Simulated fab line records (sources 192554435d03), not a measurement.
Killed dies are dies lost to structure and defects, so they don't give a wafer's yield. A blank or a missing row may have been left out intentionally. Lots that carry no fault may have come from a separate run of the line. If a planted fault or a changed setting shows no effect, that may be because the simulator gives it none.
Struck lot and sound lot, side by side -- flow n5 finfet -- 16 steps out of a route of 1938
Sound: these wafers, L515.2, L515.3, L515.5. Struck: wafers L523.1, L523.6 (left out: L523.5, a lot-mate that was not struck); the cause follows at the end.
Per side, at each step with rows, come the tool, then ch with its chambers, and then its first start. Under that, the readings that differ: sound wafers -- struck wafers -- difference of the means -- sigmas: that difference in standard deviations of wafers without a fault.
alike: readings whose means differ by less than 2 such deviations, and words and numbers that are the same on both sides. not compared: withheld readings, readings that some wafer has no value for, bounds like >300 that may hide the same value, and numbers for which the record gives no deviation and whose values overlap.
The two part at a step that has a row with sigmas, a row that says differs or no value, or rows on one side only. When numbers do not overlap yet have no deviation, they are printed without sigmas and do not part them. A reading that every wafer of one side lacks parts them only if that side has two wafers or more.

first, 8 steps without rows for these wafers: N5_BEOL_M1_COAT_68 (time 60 s, resist thk 12 nm); N5_BEOL_M1_COAT_76 (time 60 s, resist thk 5 nm); N5_BEOL_M1_COAT_22 (resist thk 30 nm); N5_BEOL_M1_EBR_24; N5_BEOL_M1_SOFTBAKE_23 (time 60 s); N5_BEOL_M1_EXPOSE_25 (exposes mask V0, defocus 5 nm, target cd 24 nm); N5_BEOL_M1_PEB_26 (peb time 60 s); N5_BEOL_M1_DEVELOP_27 (develop time 30 s).
N5_BEOL_M1_CD_MEAS_28: target cd y 23.3 nm.
  sound on cd sem-02 ch 0, day 7 06:50; struck on cd sem-02 ch 0, day 9 06:57
  alike: cd nm
N5_BEOL_M1_OVL_MEAS_29:
  sound on overlay-02 ch 0, day 7 06:52; struck on overlay-01 ch 0, day 9 06:59
  alike: V0_OVL
N5_BEOL_M1_INSPECT_30: inspects for defects (brightfield).
  sound on defect inspect-02 at day 7 06:55; struck on defect inspect-01 at day 9 07:02
  alike: raw defect count
N5_BEOL_M1_DESCUM_33: chemistry O2, time 7 s.
  sound on rie diel-03 ch 1,3, day 7 06:57; struck on rie diel-03 ch 0, day 9 07:04
reading,sound,struck,difference,sigmas
drypump motor current A (A),6.0 5.5 6.0,4.8 4.8,-1.0,-2
  alike: o2 flow sccm, oes product au, rf vpp V, showerhead plenum p Torr, throttle valve pct
  not compared: rf hours counter h
N5_BEOL_M1_ETCH_77: etches underlayer in N2/H2, target depth 6.5 nm, time 5.2 s.
  sound on rie diel-03 ch 1,3, day 7 06:59; struck on rie diel-03 ch 0, day 9 07:07
reading,sound,struck,difference,sigmas
drypump motor current A (A),6.0 5.5 6.0,4.7 4.7,-1.1,-3
etch rf on time s (s),5.09 5.26 5.11,4.44 4.49,-0.69,-8
rf fwd power W (W),821.4 822.3 816.3,1019.3 1020.9,+200.1,+80
rf vpp V (V),527.6 529.8 528.1,486.4 487.7,-41.5,-14
  alike: oes product au, showerhead plenum p Torr, throttle valve pct
  not compared: rf hours counter h
N5_BEOL_M1_ETCH_69: etches SiARC in CF4, target depth 15.6 nm, time 26 s.
  sound on rie diel-03 ch 1,3, day 7 07:00; struck on rie diel-03 ch 0, day 9 07:07
reading,sound,struck,difference,sigmas
drypump motor current A (A),6.0 5.5 6.0,4.8 4.8,-1.0,-2
etch rf on time s (s),25.4 26.2 25.2,26.7 26.6,+1.1,+2
  alike: oes product au, rf fwd power W, rf vpp V, showerhead plenum p Torr, throttle valve pct
  not compared: rf hours counter h
-- a jump in the record: the struck wafers' starts before and after are 4 days apart (it breaks off in module BEOL_M1 and resumes in module BEOL_M4, where the first step shown is number 1111 of the route) --
N5_BEOL_M4_RC_MEAS_101:
  sound on prober-02 ch 0, day 9 11:05; struck on prober-02 ch 0, day 13 02:02
  alike: DIBL_N, DIBL_P, IOFF_N, IOFF_P, ION_N, ION_P, SS_N, SS_P, VT_N, VT_P
-- record jumps: 4 days separate the struck wafers' starts on either side; left off in module BEOL_M4, taken up again in module PASSIVATION, whose first shown step is the route's number 1936 --
N5_PASSIVATION_PROBE_49:
  rows exist in the record for the struck wafers here (prober-01, day 17 05:55), but not for the sound ones

== WHERE THEY PART ==
First at N5_BEOL_M1_DESCUM_33; last, within this record, at N5_PASSIVATION_PROBE_49.

WHY: what the simulator had put in
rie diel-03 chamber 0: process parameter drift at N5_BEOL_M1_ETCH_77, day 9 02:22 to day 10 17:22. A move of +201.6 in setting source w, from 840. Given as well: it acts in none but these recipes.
